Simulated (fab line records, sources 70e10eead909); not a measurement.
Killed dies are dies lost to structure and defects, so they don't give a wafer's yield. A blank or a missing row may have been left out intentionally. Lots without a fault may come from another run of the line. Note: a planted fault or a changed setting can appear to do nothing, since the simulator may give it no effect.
8D (eight disciplines) problem report, filled in by code / flow nand-harc / the parts of the form that need people (team, actions taken, sign-off) are left out

## 1. PROBLEM STATEMENT
sort_bin_2_pct at NHARC_END_SORT_01 reads a mean of 96.7 % on 2 wafers of 2 lots; wafers without a fault read 1.3 % with a standard deviation of 0.61. So: +99 or more standard deviations from the usual mean.
First seen on wafer L507.3, day 23 05:59, on prober-02. The record has a number at this step for 21 wafers belonging to 7 lots. By rule, "out" or "out of limits" means more than 4 standard deviations away from the usual mean. The rest of the wafers with a number are treated as sound.

## 2. WHAT IT IS; WHAT IT IS NOT
question=which readings at this step | is=sort_bin_2_pct, defect-limited-yield, killed-at-array, killed-dies, sort-n-pass, sort-rim-yield-pct, sort-yield-pct | is not=killed-at-other, killed-at-periphery, killed-open, killed-short, sort_bin_3_pct
question=which lots | is=L507, L512 | is not=L495, L496, L503, L505, L515
question=which wafers of those lots | is=L507.3, L512.1 | is not=L507.2, L507.6, L512.2, L512.6
question=read on which gauges | is=prober-01, prober-02 | is not=-
question=when | is=from day 23 05:59 | is not=up to then (13 sound wafers); but 6 sound wafers of L507, L512, L515 came after

## 3. THE SUSPECTS, EACH WITH WHAT RULES IT OUT
Counting: any tool at a process step up to the reading remains a suspect provided it ran every lot that is out. Sound lots after the first of them don't rule it out here, since some wafers of a struck lot are sound.
- the gauge at NHARC_END_SORT_01 is ruled out. Those wafers that are out were read across 2 gauges (prober-01, prober-02).
- rie-diel-13 at NHARC_A_M0_DESCUM_14 (chemistry O2, time 3 s): kept. It ran every lot that is out, first L507 (day 21 17:07); its last sound lot up to then is L503 (day 19 19:02).
- rie-diel-13 at NHARC_A_M0_ETCH_15 (etches the open film in C4F8/Ar, target depth 150 nm, overetch 15 nm, time 82.5 s): kept. It ran every lot that is out, first L507 (day 21 17:17); its last sound lot up to then is L503 (day 19 19:12).
After counting, rie-diel-13 at NHARC_A_M0_DESCUM_14 and rie-diel-13 at NHARC_A_M0_ETCH_15 remain.

## 4. THE CAUSE (what the simulator had put in)
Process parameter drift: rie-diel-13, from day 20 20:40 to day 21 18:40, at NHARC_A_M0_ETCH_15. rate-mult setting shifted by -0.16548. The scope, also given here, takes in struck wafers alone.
Counting left 2 suspects, and this tool is among them.

## 5. SEQUENCE OF EFFECTS, ordered by route
Each row: a reading whose mean over the struck wafers that have a number lies more than 3 standard deviations from the usual. Only readings whose record carries a usual standard deviation are examined. hours: median over the lots of the time between each lot's start at the first step of this table that gives one and its start at this step. sigmas: the change, counted in usual standard deviations.
hours=0; step=NHARC_A_M0_ETCH_15; reading=oes-product-au; usual=0.948 a.u.; on struck wafers=0.861; change=-0.087; sigmas=-3.4
hours=39; step=NHARC_END_SORT_01; reading=defect-limited-yield; usual=95.7 %; on struck wafers=0.0; change=-95.7; sigmas=-64
hours=39; step=NHARC_END_SORT_01; reading=killed-at-array; usual=25; on struck wafers=676; change=+651; sigmas=+65
hours=39; step=NHARC_END_SORT_01; reading=killed-dies; usual=29; on struck wafers=677; change=+648; sigmas=+65
hours=39; step=NHARC_END_SORT_01; reading=sort_bin_2_pct; usual=1.3 %; on struck wafers=96.7; change=+95.4; sigmas=+99 or more
hours=39; step=NHARC_END_SORT_01; reading=sort-n-pass; usual=648; on struck wafers=0; change=-648; sigmas=-65
hours=39; step=NHARC_END_SORT_01; reading=sort-rim-yield-pct; usual=94 %; on struck wafers=0; change=-94; sigmas=-29
hours=39; step=NHARC_END_SORT_01; reading=sort-yield-pct; usual=95.7 %; on struck wafers=0.0; change=-95.7; sigmas=-64
The process steps in it:
- NHARC_A_M0_ETCH_15: etches the open film in C4F8/Ar, target depth 150 nm, overetch 15 nm, time 82.5 s.

## 6. WHAT WOULD HAVE CAUGHT IT SOONER
The first out-of-limits reading at a measuring or inspecting step in this record came at day 23 05:59, 57 hours after the fault's start at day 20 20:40.
No tool reading at NHARC_A_M0_ETCH_15 that has a usual standard deviation in the record was out on any struck wafer, so an alarm limit of 4 standard deviations on those readings would not have fired.
The start of NHARC_A_M0_ETCH_15 on rie-diel-13 came by day 23 05:59 for every one of the lots that are out (2). None of them would have been spared by holding the tool at that moment.
